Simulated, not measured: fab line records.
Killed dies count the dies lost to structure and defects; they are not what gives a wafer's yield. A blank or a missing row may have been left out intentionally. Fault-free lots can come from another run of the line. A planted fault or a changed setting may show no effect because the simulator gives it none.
fab line records    flow nand_harc    part 2 of 2: steps 28 to 36 of 36
record: lots: 5  wafers: 15  last_day: 24
route steps=1159 shown P_GATE@211 P_CONTACT@217
lots that met no fault: from a run of the same line without faults
start_h: hours from the record's opening day to when the first of the lot's shown wafers began    wait_h: time in hours since the lot's previous step    " same as the row above    L1.1+2: several wafers, shown together as one row    - no value, or no start was given    * or withheld: withheld    < > ~ a bound
route shown NAME@n: NAME is a module with steps in the file, n the number in the route of the first one    usual: average and standard deviation across the fault-free wafers    same: alike in all rows    chamber/n: place in a boat    sites: the reading at each site    _std_site: standard deviation across them    _edge_site: the outer-site mean with the inner-site mean subtracted    radius_mm: for every site, how far away it sits from the centre of the wafer    mask NAME#n: copy n    behind: the most recent tool/chamber to have shaped the wafer    hold: the reason the lot was held/the length of the hold in hours/how it ended    device: which transistor (n, p or np) failed to switch    end of line: at the end of the route, the tests of the same wafers    a step given without rows: its recipe and nothing more    killed: dies lost to structure and defects at the first sort, not the wafer's yield    map: per-die view of a wafer (x killed, . not killed, _ where there is no die)
set.NAME: the setting as run; set.NAME@STEP: as run at that earlier step    model.NAME: the simulator's own value behind a step, which no gauge read
lots seen at some steps along the route; tables by step, rows by wafer
services: when a tool's chamber went out of use (start_h, in hours from the record's first day, below 0 if earlier), for how many hours, and the reason
== steps ==
step: NHARC_P_CONTACT_STRIP_37
recipe: c4f8_flow_sccm: withheld  o2_flow_sccm: 8  ar_flow_sccm: withheld  bias_w: 0  chemistry: C4F8/O2/Ar
lot.wafer   tool         chamber  start_h  wait_h
L076.1+4+5  rie_diel-08  2,0,3    -        -
L082.4+1+5  rie_diel-04  3,0,2    -        -
L086.2+5+6  rie_diel-04  2,3,0    -        -
L089.3+4+5  rie_diel-04  0,1,3    -        -
L096.1+4+2  rie_diel-04  1,3,0    -        -
step: NHARC_P_CONTACT_ETCH_31
recipe: target_depth_a: 300  time_s: 85.7  ion_energy_ev: 120  over_etch_frac: 1  ch3f_flow_sccm: 50  o2_flow_sccm: 30  ar_flow_sccm: 200  rf_w: 500  bias_w: 100  chemistry: CH3F/O2
usual: bias_w: 100.01/0.3  drypump_motor_current_A: 5.9/0.44  oes_product_au: 0.981/0.013  rf_vpp_V: 243.7/1.7  showerhead_plenum_p_Torr: 2.42/0.11  throttle_valve_pct: 20.663/0.0086
lot.wafer  tool         chamber  start_h  wait_h  bias_w  drypump_motor_current_A  oes_product_au  rf_hours_counter_h  rf_vpp_V  showerhead_plenum_p_Torr  throttle_valve_pct
L076.4     rie_diel-08  1        -        -       100.56  6.8                      0.991           15                  243.1     2.39                      20.658
L076.1     "            0        "        "       99.76   5.8                      0.980           16                  245.6     2.54                      20.660
L076.5     "            2        "        "       100.23  6.0                      0.994           -                   244.7     2.50                      20.659
L082.1     rie_diel-04  3        -        -       99.85   6.4                      1.009           4                   242.0     2.31                      20.653
L082.4     "            0        "        "       100.18  5.9                      0.984           4                   246.4     2.60                      20.659
L082.5     "            0        "        "       100.58  5.9                      0.994           -                   246.4     2.60                      20.658
L086.2     rie_diel-04  3        -        -       99.97   6.4                      0.998           8                   243.1     2.31                      20.649
L086.5     "            1        "        "       99.90   5.1                      0.962           -                   242.9     2.40                      20.657
L086.6     "            2        "        "       100.13  5.7                      0.964           -                   242.8     2.30                      20.646
L089.4     rie_diel-04  3        -        -       100.15  6.4                      1.002           10                  243.2     2.31                      20.651
L089.3     "            1        "        "       100.51  5.1                      0.970           12                  244.1     2.40                      20.665
L089.5     "            3        "        "       100.02  6.4                      0.998           -                   242.4     2.31                      20.667
L096.4     rie_diel-04  2        -        -       99.64   5.7                      0.969           14                  242.7     2.30                      20.657
L096.1     "            0        "        "       100.06  5.9                      0.938           14                  245.8     2.60                      20.651
L096.2     "            1        "        "       100.11  5.1                      0.970           15                  242.7     2.40                      20.663
step: NHARC_P_CONTACT_CD_MEAS_19
usual: cd_nm: 89.9/1.5
lot.wafer  tool       chamber  start_h  wait_h  cd_nm
L076.1     cd_sem-02  -        124.11   -       88.2
L076.4     "          -        "        "       89.5
L076.5     "          -        "        "       89.1
L082.1     cd_sem-02  -        156.59   -       90.8
L082.4     "          -        "        "       90.4
L082.5     "          -        "        "       89.9
L086.2     cd_sem-02  -        190.30   -       91.3
L086.5     "          -        "        "       89.0
L086.6     "          -        "        "       90.2
L089.3     cd_sem-02  -        208.02   -       90.3
L089.4     "          -        "        "       89.3
L089.5     "          -        "        "       88.7
L096.1     cd_sem-03  -        246.25   -       91.5
L096.2     "          -        "        "       90.6
L096.4     "          -        "        "       87.4
step: NHARC_P_CONTACT_STRIP_28
recipe: o2_flow_sccm: 500  ar_flow_sccm: 0  bias_w: 0  chemistry: O2
usual: drypump_motor_current_A: 5.9/0.43  oes_product_au: 0.998/0.0085  rf_vpp_V: 57.7/0.83  showerhead_plenum_p_Torr: 3.48/0.14  throttle_valve_pct: 17.035/0.009
same: bias_w: 0
lot.wafer  tool         chamber  start_h  wait_h  drypump_motor_current_A  oes_product_au  rf_hours_counter_h  rf_vpp_V  showerhead_plenum_p_Torr  throttle_valve_pct
L076.1     rie_diel-13  0        124.20   0.1     5.4                      0.996           6                   58.9      3.67                      17.037
L076.4     "            2        "        "       5.5                      1.001           5                   58.0      3.33                      17.037
L076.5     "            3        "        "       5.8                      1.018           -                   56.4      3.31                      17.044
L082.4     rie_diel-08  3        156.66   0.1     5.9                      0.984           2                   58.5      3.39                      17.038
L082.1     "            0        "        "       5.8                      1.008           2                   58.1      3.63                      17.044
L082.5     "            3        "        "       5.9                      0.983           -                   56.8      3.39                      17.035
L086.2     rie_diel-08  3        190.38   0.1     5.9                      0.992           5                   58.3      3.38                      17.014
L086.5     "            3        "        "       5.9                      0.978           -                   57.6      3.38                      17.030
L086.6     "            0        "        "       5.9                      1.001           -                   58.5      3.63                      17.037
L089.4     rie_diel-08  1        208.12   0.1     6.8                      0.997           7                   57.5      3.43                      17.035
L089.3     "            2        "        "       6.0                      0.999           6                   56.7      3.58                      17.037
L089.5     "            0        "        "       5.8                      1.019           -                   57.6      3.63                      17.040
L096.2     rie_diel-04  0        246.32   0.1     5.9                      0.983           14                  59.1      3.72                      17.042
L096.4     "            1        "        "       5.1                      0.994           15                  58.6      3.44                      17.028
L096.1     "            3        "        "       6.4                      0.996           14                  58.4      3.31                      17.040
step: NHARC_P_CONTACT_STRIP_29
recipe: time_s: 1200  temp_c: 72.5  chemistry: post_etch_residue_remover
usual: bath_guard_temp_C: 72.5/0.54
lot.wafer  tool          chamber  start_h  wait_h  bath_guard_temp_C
L076.4     wet_bench-06  3        124.39   -       72.5
L076.5     "             4        "        "       71.5
L076.1     "             5        "        "       72.4
L082.4     wet_bench-05  1        156.87   -       72.2
L082.5     "             2        "        "       72.7
L082.1     "             3        "        "       72.2
L086.2     wet_bench-05  3        190.58   -       72.4
L086.5     "             5        "        "       73.3
L086.6     "             6        "        "       71.6
L089.3     wet_bench-06  3        208.30   -       72.4
L089.5     "             4        "        "       71.4
L089.4     "             5        "        "       72.2
L096.2     wet_bench-06  6        246.51   -       72.5
L096.1     "             7        "        "       72.2
L096.4     "             1        "        "       72.5
step: NHARC_P_CONTACT_DEGAS_38
recipe: temp_c: 300  time_s: 60
usual: heater_power_w: 456/48
lot.wafer  tool            chamber  start_h  wait_h  heater_power_w
L076.1     pvd_sputter-01  -        124.83   -       436
L076.4     "               -        "        "       419
L076.5     "               -        "        "       425
L082.4     pvd_sputter-02  -        157.30   -       424
L082.1     "               -        "        "       442
L082.5     "               -        "        "       424
L086.2     pvd_sputter-01  -        191.05   -       449
L086.6     "               -        "        "       412
L086.5     "               -        "        "       507
L089.4     pvd_sputter-03  -        208.73   -       459
L089.3     "               -        "        "       428
L089.5     "               -        "        "       461
L096.1     pvd_sputter-03  -        246.98   -       456
L096.4     "               -        "        "       475
L096.2     "               -        "        "       424
step: NHARC_P_CONTACT_PRE_CLEAN_39
recipe: time_s: 19.5  bias_v: 250  gas: Ar
lot.wafer   tool            chamber  start_h  wait_h
L076.4+1+5  pvd_sputter-01  -        -        -
L082.4+1+5  pvd_sputter-02  -        -        -
L086.2+6+5  pvd_sputter-01  -        -        -
L089.3+4+5  pvd_sputter-03  -        -        -
L096.4+1+2  pvd_sputter-03  -        -        -
step: NHARC_P_CONTACT_PVD_32
recipe: target_thk_a: 50  chamber_pressure_pa: 5  power_w: 5000  substrate_temp_c: 200  time_s: 17.7  material: Ti
usual: throttle_valve_pct: 29.6/0.82
lot.wafer  tool            chamber  start_h  wait_h  throttle_valve_pct
L076.1     pvd_sputter-01  -        -        -       29.7
L076.4     "               -        "        "       29.6
L076.5     "               -        "        "       29.7
L082.4     pvd_sputter-02  -        -        -       29.7
L082.1     "               -        "        "       29.7
L082.5     "               -        "        "       29.8
L086.2     pvd_sputter-01  -        -        -       29.0
L086.6     "               -        "        "       31.0
L086.5     "               -        "        "       28.5
L089.3     pvd_sputter-03  -        -        -       28.1
L089.4     "               -        "        "       29.3
L089.5     "               -        "        "       28.2
L096.4     pvd_sputter-03  -        -        -       29.9
L096.1     "               -        "        "       28.3
L096.2     "               -        "        "       29.3
step: NHARC_P_CONTACT_ALD_22
recipe: target_thk_a: 30  pulse_time_s: 1  ald_cycles: 150  temp_c: 450  material: TiN
usual: heater_power_w: 1059/150  precursor_pulse_height_rel: 0.996/0.022
lot.wafer  tool          chamber  start_h  wait_h  heater_power_w  precursor_pulse_height_rel
L076.4     ald_metal-02  1        125.07   -       1109            1.013
L076.1     "             3        "        "       950             1.024
L076.5     "             1        "        "       1110            0.995
L082.4     ald_metal-04  2        157.56   -       941             1.010
L082.1     "             3        "        "       1165            1.031
L082.5     "             2        "        "       959             0.979
L086.2     ald_metal-01  1        191.37   -       848             0.972
L086.6     "             3        "        "       1368            0.970
L086.5     "             0        "        "       960             0.993
L089.3     ald_metal-04  3        209.00   -       1194            1.025
L089.4     "             0        "        "       982             1.022
L089.5     "             3        "        "       1137            0.987
L096.4     ald_metal-01  2        247.23   -       1060            0.980
L096.2     "             0        "        "       993             1.032
L096.1     "             1        "        "       851             0.989
== services ==
tool            chamber  start_h  hours  kind
rie_diel-04     0        98.53    4.5    repair
pvd_sputter-03  -        102.00   10.0   pm
cmp-01          -        111.17   0.4    repair
rie_diel-04     -        111.94   9.0    pm
litho_track-06  -        117.00   7.0    pm
rie_diel-08     -        124.80   9.0    pm
wet_bench-06    -        129.67   8.0    pm
cmp-01          -        133.87   1.8    repair
litho_track-04  -        141.00   7.0    pm
pvd_sputter-03  -        149.01   1.8    repair
pecvd-02        -        153.00   13.0   pm
pvd_sputter-01  -        158.36   10.0   pm
wet_bench-05    -        159.36   11.3   repair
wet_bench-06    -        178.44   4.1    repair
wet_bench-02    -        180.00   8.0    pm
rie_diel-04     2        183.10   4.2    repair
rie_diel-04     2        195.37   6.4    repair
pecvd-04        -        196.68   13.0   pm
wet_bench-05    -        196.80   8.0    pm
pvd_sputter-03  -        200.98   2.4    repair
rie_diel-04     2        209.85   3.1    repair
pvd_sputter-02  -        214.02   10.0   pm
rie_diel-08     2        217.48   6.4    repair
pvd_sputter-01  -        242.87   4.6    repair
